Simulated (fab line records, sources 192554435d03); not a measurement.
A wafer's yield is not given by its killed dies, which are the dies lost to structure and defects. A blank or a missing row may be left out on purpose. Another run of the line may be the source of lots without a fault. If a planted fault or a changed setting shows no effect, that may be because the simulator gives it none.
fab line records	flow n5-finfet
record: lots: 24	wafers: 72	last-day: 18
route steps=1938 shown BEOL_M0@748 BEOL_M1@765
lots that met no fault: taken from a fault-free run of the same line
start-h: hours from the record's first day to the start of the lot's first wafer shown	wait-h: hours since the lot's step before	" as in the row above	L1.1+2: a single row standing in for several wafers	- no value, or no start given	* or withheld: withheld	< > ~ a bound
route shown NAME@n: a module of which the file shows steps, and the number in the route of the first	usual: average and standard deviation across the fault-free wafers	same: alike in all rows	chamber/n: place in a boat	sites: each site's reading	_std_site: the values' standard deviation	_edge_site: outer sites' mean less inner sites'	radius-mm: how far each site lies from the wafer's centre	mask NAME#n: copy n	behind: the tool/chamber that last shaped the wafer	hold: why the lot went on hold/how many hours it stayed there/how the hold came to an end	device: the n, p or np transistor that did not switch	end of line: at the end of the route, the tests of the same wafers	a step given without rows: its recipe and nothing more	killed: at the first sort, the dies lost to defects and structure; wafer yield is something else	map: the dies of a wafer, with x for killed, . for not killed, _ for no die there
set.NAME: the setting as run; set.NAME@STEP: as run at that earlier step	model.NAME: the simulator's own value behind a step, which no gauge read
the route's steps for a sample of lots (tables are steps, rows are wafers)
services: the hour from which a tool's chamber was out of use, counted from the record's first day as start-h (under 0 if before that day), plus the number of hours and why
== steps ==
step: N5_BEOL_M0_DEP_125
recipe: material: SiCN	target-thk-a: 80	temp-c: withheld	precursor: 3MS/NH3	pressure-torr: 3	rf-w: 202	time-s: 14
usual: showerhead-plenum-p-Torr: 3.671/0.016	throttle-valve-pct: 8.9/0.34
lot.wafer	tool	chamber	start-h	wait-h	showerhead-plenum-p-Torr	throttle-valve-pct
L074.1	pecvd-03	0	126.63	0.0	3.700	8.8
L074.4	"	1	"	"	3.676	8.5
L074.5	"	2	"	"	3.688	8.5
L075.4	pecvd-04	0	131.99	0.0	3.661	9.1
L075.5	"	1	"	"	3.689	9.7
L075.6	"	2	"	"	3.662	8.7
L076.2	pecvd-02	0	134.20	0.0	3.646	8.9
L076.3	"	1	"	"	3.649	9.0
L076.4	"	1	"	"	3.645	9.0
L077.1	pecvd-03	0	138.66	0.0	3.686	8.5
L077.2	"	1	"	"	3.665	8.7
L077.4	"	0	"	"	3.684	8.4
L078.1	pecvd-02	0	140.30	0.0	3.645	8.7
L078.4	"	2	"	"	3.658	9.5
L078.6	"	1	"	"	3.656	8.7
L079.1	pecvd-02	1	152.03	0.0	3.645	8.9
L079.3	"	2	"	"	3.660	9.1
L079.6	"	0	"	"	3.642	8.6
L080.3	pecvd-02	0	154.60	0.0	3.652	8.9
L080.4	"	2	"	"	3.656	9.0
L080.5	"	0	"	"	3.658	9.0
L081.2	pecvd-04	2	164.33	0.0	3.670	8.8
L081.3	"	1	"	"	3.686	9.9
L081.5	"	2	"	"	3.666	8.7
L082.3	pecvd-02	0	166.47	0.0	3.646	8.9
L082.4	"	1	"	"	3.644	8.9
L082.5	"	2	"	"	3.650	9.1
L083.2	pecvd-04	1	173.18	0.0	3.688	9.7
L083.5	"	1	"	"	3.689	9.6
L083.6	"	0	"	"	3.669	8.6
L084.2	pecvd-03	2	178.70	0.0	3.691	8.9
L084.3	"	1	"	"	3.664	8.9
L084.6	"	1	"	"	3.684	8.9
L085.2	pecvd-04	0	188.91	0.0	3.670	9.0
L085.5	"	0	"	"	3.673	8.9
L085.6	"	2	"	"	3.666	8.8
L086.1	pecvd-03	2	191.44	0.0	3.690	8.5
L086.3	"	0	"	"	3.689	8.7
L086.5	"	0	"	"	3.690	8.6
L087.1	pecvd-03	1	197.45	0.0	3.680	8.8
L087.5	"	2	"	"	3.697	8.5
L087.6	"	0	"	"	3.682	8.5
L088.1	pecvd-03	0	205.10	0.0	3.695	8.6
L088.3	"	1	"	"	3.665	9.0
L088.4	"	1	"	"	3.670	9.1
L090.2	pecvd-03	1	214.82	0.0	3.679	8.8
L090.3	"	0	"	"	3.688	8.6
L090.5	"	1	"	"	3.674	8.6
L089.1	pecvd-04	1	215.01	0.0	3.685	9.5
L089.4	"	1	"	"	3.689	9.6
L089.5	"	0	"	"	3.666	8.7
L091.2	pecvd-02	2	221.34	0.0	3.651	9.2
L091.3	"	0	"	"	3.652	8.7
L091.6	"	1	"	"	3.652	8.9
L092.1	pecvd-03	1	227.15	0.0	3.670	8.7
L092.2	"	2	"	"	3.684	8.8
L092.3	"	2	"	"	3.688	8.8
L093.3	pecvd-02	0	232.77	0.0	3.643	9.0
L093.4	"	1	"	"	3.646	8.6
L093.6	"	1	"	"	3.645	8.8
L094.1	pecvd-03	0	240.71	0.0	3.686	8.8
L094.5	"	0	"	"	3.685	8.8
L094.6	"	2	"	"	3.691	8.8
L095.2	pecvd-04	2	245.94	0.0	3.664	8.9
L095.3	"	1	"	"	3.682	9.6
L095.4	"	1	"	"	3.698	9.7
L096.2	pecvd-04	0	248.89	0.0	3.656	8.9
L096.4	"	0	"	"	3.669	8.9
L096.6	"	2	"	"	3.669	9.1
L097.3	pecvd-04	0	254.21	0.0	3.668	8.5
L097.5	"	0	"	"	3.664	8.9
L097.6	"	1	"	"	3.685	9.7
step: N5_BEOL_M0_RS_MEAS_126
recipe: thk-meas-gauge: four-point-probe	reads: Co_of_BEOL_M0_CO_CAP_123+Cu_of_BEOL_M0_ECD_118+Co_of_BEOL_M0_CVD_115+TaN_of_BEOL_M0_ALD_136
usual: M0_RS: 0.532/0.018
lot.wafer	tool	chamber	start-h	wait-h	M0_RS[ohm/sq]
L074.1	film-metro-02	-	126.70	0.0	0.562
L074.4	"	-	"	"	0.528
L074.5	"	-	"	"	0.530
L075.4	film-metro-01	-	132.04	0.0	0.519
L075.5	"	-	"	"	0.510
L075.6	"	-	"	"	0.516
L076.2	film-metro-01	-	134.27	0.1	0.536
L076.3	"	-	"	"	0.542
L076.4	"	-	"	"	0.537
L077.1	film-metro-01	-	138.73	0.0	0.564
L077.2	"	-	"	"	0.568
L077.4	"	-	"	"	0.568
L078.1	film-metro-02	-	140.36	0.0	0.502
L078.4	"	-	"	"	0.502
L078.6	"	-	"	"	0.499
L079.1	film-metro-01	-	152.09	0.0	0.549
L079.3	"	-	"	"	0.553
L079.6	"	-	"	"	0.526
L080.3	film-metro-02	-	154.67	0.1	0.519
L080.4	"	-	"	"	0.520
L080.5	"	-	"	"	0.542
L081.2	film-metro-02	-	164.40	0.1	0.539
L081.3	"	-	"	"	0.537
L081.5	"	-	"	"	0.524
L082.3	film-metro-02	-	166.54	0.1	0.542
L082.4	"	-	"	"	0.526
L082.5	"	-	"	"	0.541
L083.2	film-metro-02	-	173.27	0.1	0.533
L083.5	"	-	"	"	0.543
L083.6	"	-	"	"	0.513
L084.2	film-metro-01	-	178.77	0.1	0.537
L084.3	"	-	"	"	0.558
L084.6	"	-	"	"	0.539
L085.2	film-metro-01	-	188.98	0.1	0.542
L085.5	"	-	"	"	0.528
L085.6	"	-	"	"	0.517
L086.1	film-metro-02	-	191.50	0.0	0.565
L086.3	"	-	"	"	0.541
L086.5	"	-	"	"	0.517
L087.1	film-metro-02	-	197.52	0.0	0.513
L087.5	"	-	"	"	0.508
L087.6	"	-	"	"	0.514
L088.1	film-metro-01	-	205.16	0.0	0.502
L088.3	"	-	"	"	0.500
L088.4	"	-	"	"	0.508
L090.2	film-metro-02	-	214.89	0.1	0.526
L090.3	"	-	"	"	0.536
L090.5	"	-	"	"	0.518
L089.1	film-metro-01	-	215.07	0.0	0.547
L089.4	"	-	"	"	0.526
L089.5	"	-	"	"	0.521
L091.2	film-metro-02	-	221.41	0.1	0.555
L091.3	"	-	"	"	0.553
L091.6	"	-	"	"	0.547
L092.1	film-metro-01	-	227.24	0.1	0.564
L092.2	"	-	"	"	0.558
L092.3	"	-	"	"	0.527
L093.3	film-metro-02	-	232.84	0.1	0.569
L093.4	"	-	"	"	0.561
L093.6	"	-	"	"	0.524
L094.1	film-metro-01	-	240.77	0.0	0.552
L094.5	"	-	"	"	0.539
L094.6	"	-	"	"	0.532
L095.2	film-metro-02	-	246.01	0.1	0.525
L095.3	"	-	"	"	0.546
L095.4	"	-	"	"	0.531
L096.2	film-metro-02	-	248.96	0.1	0.522
L096.4	"	-	"	"	0.498
L096.6	"	-	"	"	0.503
L097.3	film-metro-02	-	254.28	0.1	0.537
L097.5	"	-	"	"	0.517
L097.6	"	-	"	"	0.525
step: N5_BEOL_M1_OVL_MEAS_12
recipe: points-per-wafer: 522
usual: M1_OVL: -0.4/0.6
lot.wafer	tool	chamber	start-h	wait-h	M1_OVL[nm]
L074.1	overlay-02	0	128.64	0.0	-0.6
L074.4	"	0	"	"	0.0
L074.5	"	0	"	"	-1.3
L075.4	overlay-01	0	133.97	0.0	-0.7
L075.5	"	0	"	"	-0.4
L075.6	"	0	"	"	-0.9
L076.2	overlay-01	0	135.41	0.0	-0.5
L076.3	"	0	"	"	0.3
L076.4	"	0	"	"	-1.0
L077.1	overlay-01	0	141.07	0.0	-1.2
L077.2	"	0	"	"	-1.0
L077.4	"	0	"	"	-1.2
L078.1	overlay-01	0	141.95	0.0	0.9
L078.4	"	0	"	"	0.2
L078.6	"	0	"	"	0.4
L079.1	overlay-02	0	153.20	0.0	0.9
L079.3	"	0	"	"	-0.1
L079.6	"	0	"	"	0.5
L080.3	overlay-01	0	156.50	0.0	-0.8
L080.4	"	0	"	"	-0.9
L080.5	"	0	"	"	-1.1
L081.2	overlay-02	0	165.89	0.0	-0.5
L081.3	"	0	"	"	-0.5
L081.5	"	0	"	"	-0.8
L082.3	overlay-01	0	168.81	0.0	-1.0
L082.4	"	0	"	"	-0.7
L082.5	"	0	"	"	-0.9
L083.2	overlay-01	0	175.40	0.0	-0.2
L083.5	"	0	"	"	-0.3
L083.6	"	0	"	"	0.2
L084.2	overlay-01	0	179.93	0.0	0.0
L084.3	"	0	"	"	0.0
L084.6	"	0	"	"	-0.4
L085.2	overlay-01	0	190.35	0.0	-0.3
L085.5	"	0	"	"	-0.4
L085.6	"	0	"	"	-0.1
L086.1	overlay-02	0	194.98	0.0	-0.4
L086.3	"	0	"	"	-0.1
L086.5	"	0	"	"	-0.5
L087.1	overlay-02	0	198.52	0.0	-0.9
L087.5	"	0	"	"	-0.7
L087.6	"	0	"	"	-1.2
L088.1	overlay-02	0	206.39	0.0	0.2
L088.3	"	0	"	"	0.1
L088.4	"	0	"	"	-1.2
L090.2	overlay-01	0	216.50	0.0	-0.2
L090.3	"	0	"	"	-0.4
L090.5	"	0	"	"	-0.3
L089.1	overlay-01	0	216.66	0.0	-1.4
L089.4	"	0	"	"	-0.1
L089.5	"	0	"	"	-0.6
L091.2	overlay-01	0	222.77	0.0	-0.6
L091.3	"	0	"	"	-0.4
L091.6	"	0	"	"	0.4
L092.1	overlay-01	0	228.75	0.0	-0.2
L092.2	"	0	"	"	0.0
L092.3	"	0	"	"	-1.0
L093.3	overlay-01	0	235.20	0.0	1.0
L093.4	"	0	"	"	0.3
L093.6	"	0	"	"	0.5
L094.1	overlay-01	0	241.79	0.0	-0.1
L094.5	"	0	"	"	0.0
L094.6	"	0	"	"	0.2
L095.2	overlay-02	0	247.29	0.0	-0.8
L095.3	"	0	"	"	-0.6
L095.4	"	0	"	"	-0.3
L096.2	overlay-02	0	249.82	0.0	-0.4
L096.4	"	0	"	"	0.8
L096.6	"	0	"	"	0.5
L097.3	overlay-02	0	256.39	0.0	-0.8
L097.5	"	0	"	"	-0.7
L097.6	"	0	"	"	-0.7
step: N5_BEOL_M1_STRIP_36
recipe: chemistry: N2/H2	power-w: 450	temp-c: 40	pressure-mtorr: 20	rf-frequency-hz: 6e+07	overash-fraction: 0.3	bias-power-w: 7	h2-frac: 0.5	n2-flow-sccm: 200	h2-flow-sccm: 200
usual: drypump-motor-current-A: 5.8/0.58	oes-product-au: 0.80/0.093	rf-vpp-V: 59.0/1.4	showerhead-plenum-p-Torr: 2.53/0.072	throttle-valve-pct: 23.6/0.31
lot.wafer	tool	chamber	start-h	wait-h	drypump-motor-current-A	oes-product-au	rf-hours-counter-h	rf-vpp-V	showerhead-plenum-p-Torr	throttle-valve-pct
L074.1	rie-diel-03	3	134.37	0.0	6.3	0.74	188	59.9	2.62	23.3
L074.4	"	2	"	"	5.5	0.70	-	59.6	2.40	23.8
L074.5	"	3	"	"	6.2	0.73	-	57.1	2.62	23.3
L076.2	rie-diel-01	3	137.15	0.0	6.4	0.91	43	58.8	2.48	23.5
L076.3	"	1	"	"	5.2	0.72	195	59.8	2.52	23.9
L076.4	"	2	"	"	6.1	1.01	2	59.5	2.51	23.2
L075.4	rie-diel-03	0	137.17	0.0	5.0	0.86	-	60.9	2.58	23.2
L075.5	"	2	"	"	5.5	0.70	-	58.6	2.40	23.8
L075.6	"	3	"	"	6.3	0.72	-	57.2	2.62	23.3
L077.1	rie-diel-03	0	143.23	0.0	5.0	0.87	56	56.7	2.58	23.2
L077.2	"	1	"	"	5.3	0.75	160	61.2	2.54	23.5
L077.4	"	2	"	"	5.5	0.69	213	58.0	2.40	23.7
L078.1	rie-diel-03	2	144.33	0.0	5.5	0.70	214	60.0	2.40	23.8
L078.4	"	0	"	"	5.0	0.87	57	60.7	2.58	23.2
L078.6	"	1	"	"	5.3	0.77	-	60.3	2.54	23.5
L079.1	rie-diel-03	0	157.27	0.0	5.1	0.87	61	59.5	2.57	23.2
L079.3	"	3	"	"	6.2	0.74	196	61.8	2.62	23.3
L079.6	"	1	"	"	5.3	0.75	-	58.6	2.54	23.5
L080.3	rie-diel-03	1	162.01	0.0	5.3	0.75	164	58.7	2.53	23.5
L080.4	"	3	"	"	6.3	0.73	197	58.0	2.62	23.3
L080.5	"	0	"	"	5.0	0.86	-	59.2	2.57	23.2
L081.2	rie-diel-01	0	168.10	0.0	4.8	0.89	40	59.8	2.57	23.3
L081.3	"	2	"	"	6.1	0.97	12	58.3	2.51	23.3
L081.5	"	0	"	"	4.8	0.90	-	61.1	2.57	23.3
L082.3	rie-diel-01	3	170.97	0.0	6.4	0.89	54	60.0	2.48	23.5
L082.4	"	2	"	"	6.2	0.97	13	61.1	2.51	23.3
L082.5	"	1	"	"	5.2	0.71	-	60.4	2.51	23.9
L083.2	rie-diel-01	1	178.14	0.0	5.2	0.71	208	60.1	2.51	23.9
L083.5	"	3	"	"	6.4	0.87	-	60.4	2.48	23.5
L083.6	"	2	"	"	6.1	0.95	-	58.7	2.51	23.2
L084.2	rie-diel-04	1	183.81	0.0	6.6	0.80	106	59.1	2.54	23.7
L084.3	"	2	"	"	5.7	0.89	22	60.8	2.61	24.1
L084.6	"	0	"	"	5.7	0.66	-	58.2	2.61	24.3
L085.2	rie-diel-04	2	193.98	0.0	5.7	0.89	25	58.9	2.61	24.1
L085.5	"	0	"	"	5.8	0.65	-	59.0	2.61	24.3
L085.6	"	3	"	"	6.6	0.72	-	59.5	2.43	23.9
L086.1	rie-diel-03	3	196.91	0.0	6.2	0.71	208	60.5	2.61	23.3
L086.3	"	0	"	"	5.0	0.85	72	59.4	2.57	23.2
L086.5	"	2	"	"	5.5	0.68	-	55.4	2.39	23.8
L087.1	rie-diel-03	1	207.73	0.0	5.3	0.75	178	59.1	2.53	23.5
L087.5	"	0	"	"	5.0	0.84	-	58.5	2.57	23.3
L087.6	"	1	"	"	5.3	0.74	-	60.4	2.53	23.5
L088.1	rie-diel-04	2	211.46	0.0	5.7	0.87	30	59.7	2.61	24.2
L088.3	"	1	"	"	6.5	0.80	115	60.8	2.54	23.7
L088.4	"	2	"	"	5.7	0.86	-	59.1	2.61	24.2
L090.2	rie-diel-04	1	218.57	0.0	6.5	0.80	118	59.3	2.54	23.7
L090.3	"	2	"	"	5.7	0.86	33	56.3	2.61	24.2
L090.5	"	1	"	"	6.6	0.79	-	58.6	2.54	23.7
L089.1	rie-diel-01	1	218.81	0.0	5.2	0.70	221	58.4	2.51	24.0
L089.4	"	3	"	"	6.4	0.86	68	58.1	2.47	23.5
L089.5	"	2	"	"	6.1	0.93	-	59.0	2.50	23.3
L091.2	rie-diel-01	2	225.06	0.0	6.1	0.94	30	54.9	2.50	23.3
L091.3	"	1	"	"	5.2	0.70	223	58.4	2.51	24.0
L091.6	"	0	"	"	4.8	0.88	-	57.7	2.56	23.4
L092.1	rie-diel-03	0	235.42	0.0	5.0	0.84	83	59.1	2.56	23.2
L092.2	"	2	"	"	5.5	0.68	240	60.3	2.39	23.8
L092.3	"	3	"	"	6.2	0.71	218	59.4	2.61	23.3
L093.3	rie-diel-01	3	241.58	0.0	6.4	0.85	76	60.0	2.47	23.6
L093.4	"	3	"	"	6.4	0.86	-	56.8	2.47	23.6
L093.6	"	0	"	"	4.7	0.85	-	59.8	2.56	23.4
L094.1	rie-diel-04	2	246.75	0.0	5.7	0.84	44	57.2	2.60	24.2
L094.5	"	0	"	"	5.8	0.92	-	59.2	2.61	23.9
L094.6	"	1	"	"	6.6	0.79	-	57.7	2.54	23.7
L095.2	rie-diel-04	3	251.96	0.0	6.6	0.70	212	58.3	2.42	23.9
L095.3	"	2	"	"	5.7	0.84	45	58.6	2.60	24.2
L095.4	"	1	"	"	6.5	0.78	123	57.0	2.54	23.7
L096.2	rie-diel-03	3	252.34	0.0	6.2	0.71	224	60.6	2.61	23.3
L096.4	"	2	"	"	5.5	0.68	245	58.4	2.39	23.8
L096.6	"	1	"	"	5.3	0.73	-	59.6	2.52	23.5
L097.3	rie-diel-04	1	261.16	0.0	6.5	0.78	126	58.2	2.54	23.7
L097.5	"	0	"	"	5.7	0.90	-	59.1	2.61	23.9
L097.6	"	1	"	"	6.5	0.77	-	58.7	2.54	23.7
step: N5_BEOL_M1_ETCH_41
recipe: chemistry: CH3F/O2	target: SiCN	target-depth-a: 319	taper-deg: 2	time-s: 57.8	ion-energy-ev: 120	mask-material: TiN	pressure-mtorr: 30	source-w: 395	bias-w: 75	Ar_flow_sccm: 150	CH3F_flow_sccm: 30	O2_flow_sccm: 20
usual: CH3F_flow_sccm: 30.00/0.087	drypump-motor-current-A: 5.8/0.58	oes-product-au: 0.80/0.094	rf-vpp-V: 297.1/1.4	showerhead-plenum-p-Torr: 1.99/0.058	throttle-valve-pct: 16.31/0.3
lot.wafer	tool	chamber	start-h	wait-h	CH3F_flow_sccm	drypump-motor-current-A	oes-product-au	rf-hours-counter-h	rf-vpp-V	showerhead-plenum-p-Torr	throttle-valve-pct
L074.1	rie-diel-03	3	-	-	29.98	6.3	0.72	188	297.9	2.08	16.39
L074.4	"	2	"	"	29.90	5.5	0.69	-	295.0	1.91	16.57
L074.5	"	3	"	"	29.99	6.3	0.73	-	298.1	2.08	16.37
L076.2	rie-diel-01	3	-	-	29.97	6.3	0.90	43	296.4	1.97	16.21
L076.3	"	1	"	"	30.06	5.2	0.72	195	297.5	1.97	16.58
L076.4	"	2	"	"	29.96	6.1	1.02	2	297.3	1.95	15.77
L075.4	rie-diel-03	0	-	-	29.98	5.0	0.87	-	297.6	2.02	15.80
L075.5	"	2	"	"	29.79	5.5	0.70	-	295.3	1.91	16.57
L075.6	"	3	"	"	29.94	6.2	0.73	-	298.1	2.08	16.38
L077.1	rie-diel-03	0	-	-	30.00	5.0	0.87	57	297.7	2.02	15.83
L077.2	"	1	"	"	29.97	5.3	0.77	160	298.5	2.01	16.22
L077.4	"	2	"	"	30.00	5.5	0.69	213	294.7	1.91	16.57
L078.1	rie-diel-03	2	-	-	30.10	5.5	0.69	214	295.4	1.91	16.58
L078.4	"	0	"	"	30.07	5.0	0.86	57	298.8	2.02	15.81
L078.6	"	1	"	"	30.02	5.3	0.77	-	297.4	2.01	16.21
L079.1	rie-diel-03	0	-	-	30.05	5.0	0.87	61	297.6	2.02	15.80
L079.3	"	3	"	"	30.02	6.2	0.73	196	299.6	2.08	16.38
L079.6	"	1	"	"	29.89	5.3	0.77	-	295.9	2.01	16.25
L080.3	rie-diel-03	1	-	-	29.87	5.3	0.77	164	297.4	2.01	16.22
L080.4	"	3	"	"	30.04	6.3	0.72	197	299.4	2.08	16.39
L080.5	"	0	"	"	29.98	5.0	0.86	-	298.1	2.02	15.82
L081.2	rie-diel-01	0	-	-	30.12	4.8	0.90	41	297.5	2.03	16.07
L081.3	"	2	"	"	30.24	6.1	0.99	12	296.9	1.95	15.77
L081.5	"	0	"	"	29.98	4.7	0.90	-	298.3	2.03	16.08
L082.3	rie-diel-01	3	-	-	30.08	6.4	0.87	54	294.8	1.97	16.23
L082.4	"	2	"	"	29.99	6.1	0.98	13	297.1	1.94	15.79
L082.5	"	1	"	"	30.17	5.2	0.71	-	297.7	1.96	16.59
L083.2	rie-diel-01	1	-	-	30.02	5.2	0.71	208	296.6	1.96	16.60
L083.5	"	3	"	"	29.94	6.4	0.88	-	296.3	1.97	16.23
L083.6	"	2	"	"	30.03	6.1	0.97	-	297.1	1.94	15.79
L084.2	rie-diel-04	1	-	-	29.88	6.5	0.79	106	297.1	2.03	16.38
L084.3	"	2	"	"	29.88	5.7	0.88	22	297.0	2.07	16.42
L084.6	"	0	"	"	29.95	5.7	0.66	-	297.1	2.05	16.92
L085.2	rie-diel-04	2	-	-	29.91	5.7	0.88	25	298.5	2.06	16.42
L085.5	"	0	"	"	29.96	5.7	0.66	-	297.5	2.05	16.93
L085.6	"	3	"	"	30.01	6.6	0.72	-	294.6	1.90	16.64
L086.1	rie-diel-03	3	-	-	29.97	6.2	0.71	208	299.7	2.08	16.44
L086.3	"	0	"	"	30.15	5.0	0.85	72	299.4	2.02	15.83
L086.5	"	2	"	"	30.14	5.5	0.68	-	295.4	1.90	16.59
L087.1	rie-diel-03	1	-	-	29.95	5.3	0.74	178	298.0	2.00	16.25
L087.5	"	0	"	"	29.90	5.0	0.85	-	297.0	2.01	15.85
L087.6	"	1	"	"	30.06	5.3	0.76	-	296.7	2.00	16.25
L088.1	rie-diel-04	2	-	-	29.98	5.7	0.86	30	299.4	2.06	16.43
L088.3	"	1	"	"	29.89	6.5	0.78	115	298.3	2.03	16.39
L088.4	"	2	"	"	29.96	5.7	0.86	-	298.5	2.06	16.43
L090.2	rie-diel-04	1	-	-	29.98	6.6	0.78	118	296.8	2.02	16.40
L090.3	"	2	"	"	30.00	5.7	0.85	33	297.9	2.06	16.44
L090.5	"	1	"	"	29.90	6.6	0.77	-	295.9	2.02	16.40
L089.1	rie-diel-01	1	-	-	29.79	5.2	0.69	221	296.7	1.96	16.61
L089.4	"	3	"	"	30.05	6.4	0.85	68	296.1	1.96	16.25
L089.5	"	2	"	"	30.06	6.1	0.94	-	295.7	1.94	15.80
L091.2	rie-diel-01	2	-	-	29.87	6.1	0.93	30	296.0	1.94	15.81
L091.3	"	1	"	"	30.09	5.2	0.71	223	297.3	1.96	16.63
L091.6	"	0	"	"	29.92	4.7	0.86	-	297.2	2.02	16.12
L092.1	rie-diel-03	0	-	-	29.90	5.0	0.84	83	298.0	2.01	15.86
L092.2	"	2	"	"	30.18	5.5	0.67	240	294.5	1.90	16.62
L092.3	"	3	"	"	30.07	6.3	0.70	218	299.7	2.07	16.42
L093.3	rie-diel-01	3	-	-	29.92	6.4	0.85	76	297.0	1.96	16.27
L093.4	"	3	"	"	30.03	6.4	0.84	-	296.0	1.96	16.27
L093.6	"	0	"	"	30.03	4.7	0.86	-	297.6	2.02	16.14
L094.1	rie-diel-04	2	-	-	30.17	5.7	0.85	44	297.1	2.06	16.46
L094.5	"	0	"	"	30.04	5.7	0.94	-	298.4	2.04	16.46
L094.6	"	1	"	"	29.85	6.5	0.77	-	297.0	2.02	16.42
L095.2	rie-diel-04	3	-	-	29.95	6.6	0.70	212	295.3	1.90	16.67
L095.3	"	2	"	"	29.90	5.7	0.85	45	297.6	2.06	16.47
L095.4	"	1	"	"	29.86	6.5	0.78	123	299.0	2.02	16.43
L096.2	rie-diel-03	3	-	-	29.99	6.2	0.70	224	297.5	2.07	16.43
L096.4	"	2	"	"	29.97	5.5	0.68	245	294.0	1.90	16.63
L096.6	"	1	"	"	30.20	5.3	0.74	-	298.0	2.00	16.30
L097.3	rie-diel-04	1	-	-	29.92	6.5	0.76	126	297.4	2.02	16.42
L097.5	"	0	"	"	30.03	5.7	0.92	-	298.5	2.04	16.48
L097.6	"	1	"	"	29.87	6.5	0.77	-	297.9	2.02	16.42
step: N5_BEOL_M1_ALD_84
recipe: material: TaN	target-thk-a: *	temp-c: 275	ald-precursor-family: PDMAT	ald-co-reactant: NH3	pressure-torr: 3	carrier-flow-sccm: 1500	pulse-time-s: 2	purge-time-s: 3	co-reactant-purge-time-s: 2	co-reactant-pulse-time-s: 3	ald-cycles: 30	precursor-vessel-temp-c: 75	precursor-vessel-pressure-torr: 26.25	precursor-vessel-carrier-sccm: 1000
usual: heater-power-outer-w: 224/23	heater-power-w: 408/37	mfc-carrier-sccm: 1500/4.4	precursor-vessel-carrier-sccm: 1000/3.1
lot.wafer	tool	chamber	start-h	wait-h	heater-power-outer-w	heater-power-w	mfc-carrier-sccm	precursor-vessel-carrier-sccm
L074.1	ald-metal-02	3	135.22	0.1	197	357	1501	997
L074.4	"	1	"	"	251	438	1502	1001
L074.5	"	0	"	"	221	410	1504	1001
L075.4	ald-metal-04	2	138.11	0.0	209	382	1497	998
L075.5	"	0	"	"	217	428	1511	1003
L075.6	"	1	"	"	238	463	1504	997
L076.2	ald-metal-01	2	138.17	0.0	287	509	1503	1000
L076.3	"	1	"	"	220	379	1499	1003
L076.4	"	0	"	"	206	403	1502	999
L077.1	ald-metal-02	1	143.87	0.0	252	438	1505	996
L077.2	"	3	"	"	200	365	1500	998
L077.4	"	0	"	"	229	409	1502	999
L078.1	ald-metal-02	2	145.35	0.1	237	410	1495	995
L078.4	"	0	"	"	234	409	1499	1003
L078.6	"	2	"	"	229	407	1502	1005
L079.1	ald-metal-02	3	158.11	0.0	206	365	1496	999
L079.3	"	0	"	"	228	413	1495	996
L079.6	"	2	"	"	231	405	1496	1001
L080.3	ald-metal-04	0	162.70	0.1	217	435	1506	1004
L080.4	"	2	"	"	206	372	1498	998
L080.5	"	1	"	"	249	452	1496	1000
L081.2	ald-metal-04	2	168.83	0.0	203	380	1501	1008
L081.3	"	1	"	"	245	458	1504	997
L081.5	"	2	"	"	206	386	1493	1005
L082.3	ald-metal-02	1	172.02	0.2	246	425	1490	1000
L082.4	"	2	"	"	224	406	1504	1001
L082.5	"	3	"	"	195	355	1494	1002
L083.2	ald-metal-04	1	179.02	0.1	242	448	1504	1000
L083.5	"	3	"	"	204	379	1503	996
L083.6	"	2	"	"	206	377	1502	1004
L084.2	ald-metal-01	0	184.96	0.0	200	403	1491	999
L084.3	"	2	"	"	289	499	1501	1004
L084.6	"	0	"	"	198	395	1499	996
L085.2	ald-metal-02	3	195.15	0.3	195	354	1496	999
L085.5	"	2	"	"	227	404	1496	993
L085.6	"	3	"	"	197	357	1495	1000
L086.1	ald-metal-02	1	197.70	0.0	248	432	1495	1001
L086.3	"	2	"	"	226	410	1499	999
L086.5	"	3	"	"	200	360	1497	1005
L087.1	ald-metal-02	0	208.51	0.0	231	404	1503	1000
L087.5	"	3	"	"	202	362	1494	991
L087.6	"	0	"	"	223	398	1506	996
L088.1	ald-metal-02	1	212.42	0.1	253	431	1494	991
L088.3	"	3	"	"	201	359	1508	999
L088.4	"	0	"	"	219	408	1502	995
L090.2	ald-metal-04	1	219.57	0.0	247	461	1498	998
L090.3	"	3	"	"	214	373	1501	1004
L090.5	"	2	"	"	206	380	1507	998
L089.1	ald-metal-01	2	219.83	0.0	294	498	1500	1005
L089.4	"	0	"	"	202	394	1501	999
L089.5	"	1	"	"	215	382	1500	998
L091.2	ald-metal-04	0	225.83	0.1	229	428	1498	1004
L091.3	"	3	"	"	208	369	1499	1003
L091.6	"	0	"	"	220	415	1504	1002
L092.1	ald-metal-04	0	236.15	0.3	229	421	1498	1002
L092.2	"	3	"	"	206	385	1502	995
L092.3	"	2	"	"	203	385	1500	1000
L093.3	ald-metal-01	0	242.19	0.0	195	395	1506	999
L093.4	"	0	"	"	199	404	1503	997
L093.6	"	2	"	"	291	503	1499	1004
L094.1	ald-metal-02	1	247.43	0.0	252	429	1508	1004
L094.5	"	1	"	"	258	435	1508	1001
L094.6	"	0	"	"	222	416	1504	1004
L095.2	ald-metal-02	3	252.72	0.0	203	360	1500	1002
L095.3	"	0	"	"	224	403	1497	1000
L095.4	"	2	"	"	235	410	1498	995
L096.2	ald-metal-04	2	253.11	0.0	207	381	1506	1001
L096.4	"	1	"	"	243	455	1498	1002
L096.6	"	0	"	"	220	427	1502	1002
L097.3	ald-metal-04	2	262.01	0.1	207	375	1499	999
L097.5	"	0	"	"	222	433	1495	1001
L097.6	"	1	"	"	238	463	1493	997
== services ==
tool	chamber	start-h	hours	kind
rie-diel-01	2	107.64	-	clean
rie-diel-01	2	107.64	-	consumable-replace:focus-ring
rie-diel-01	2	107.64	24.5	scheduled-down
rie-diel-01	2	107.64	24.5	vent-cycle
ald-metal-01	3	115.70	279.0	repair
ald-metal-02	2	118.15	5.5	repair
ald-metal-04	1	121.29	10.6	repair
rie-diel-04	1	129.49	9.0	repair
rie-diel-04	0	130.52	10.4	repair
ald-metal-04	-	138.31	2.8	pm
rie-diel-04	1	139.52	4.0	repair
ald-metal-01	-	147.30	0.9	repair
pecvd-03	-	148.09	0.9	repair
pecvd-04	2	157.25	1.7	repair
pecvd-02	-	184.99	27.0	repair
ald-metal-01	2	189.20	28.2	repair
rie-diel-04	0	197.34	-	clean
ald-metal-02	-	199.93	1.4	repair
ald-metal-01	-	203.70	0.3	repair
ald-metal-04	-	218.32	1.2	pm
rie-diel-04	1	221.30	13.8	repair
ald-metal-02	-	229.87	1.3	repair
ald-metal-02	1	236.96	4.1	repair
rie-diel-01	1	240.27	4.0	repair
== key ==
fault none
